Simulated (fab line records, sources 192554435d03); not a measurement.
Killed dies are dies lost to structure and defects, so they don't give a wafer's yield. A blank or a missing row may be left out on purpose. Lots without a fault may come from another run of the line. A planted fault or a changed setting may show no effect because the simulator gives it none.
Chamber matching | flow n5_finfet | N5_BEOL_M9_CURE_71 on uv_cure-02: 3 sister chambers
The step cures SiCOH lowk, time 240 s. 5 wafers are shown with their chamber, then 8 later ones without.

WAFERS WITH THEIR CHAMBER
wafer  | chamber | wafer_temp_C_max | lamp_power_pct (%)
L074.4 | 2       | 386.3            | 52.26
L074.5 | 2       | 386.2            | 52.35
L088.2 | 0       | 386.1            | 52.35
L088.3 | 0       | 385.7            | 52.29
L092.2 | 1       | 388.4            | 52.37

WAFERS WITHOUT THEIR CHAMBER
wafer  | wafer_temp_C_max | lamp_power_pct (%)
L092.3 | 388.2            | 52.34
L092.4 | 387.8            | 52.27
L091.2 | 387.5            | 52.34
L091.3 | 387.7            | 52.37
L091.6 | 387.5            | 52.32
L095.1 | 386.1            | 52.32
L095.3 | 386.3            | 52.46
L095.4 | 386.6            | 52.23

WHICH CHAMBER EACH WENT THROUGH
wafer  | from the rows above     | in truth
L092.3 | 1                       | 1
L092.4 | 1                       | 1
L091.2 | can't be placed: 1 or 2 | 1
L091.3 | 1                       | 1
L091.6 | can't be placed: 1 or 2 | 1
L095.1 | can't be placed: 2 or 0 | 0
L095.3 | can't be placed: 2 or 0 | 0
L095.4 | can't be placed: 2 or 0 | 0
Placed correctly: 3 of 8. Can't be placed from these rows: 5 (the true chamber is among the candidates in 5). Placed wrongly: 0.
How it was worked out, from the rows above alone: a wafer's distance from a chamber is the root of the sum, over the readings, of the square of ((its reading less the chamber's mean) divided by the reading's scatter). The wafer belongs to the nearest chamber; if the next one is less than 2 further off, it can't be placed. A chamber's mean is the mean of its shown wafers. The scatter: the root of (the sum of the squares of (reading less its chamber's mean) over the shown wafers, divided by (wafers less chambers)).
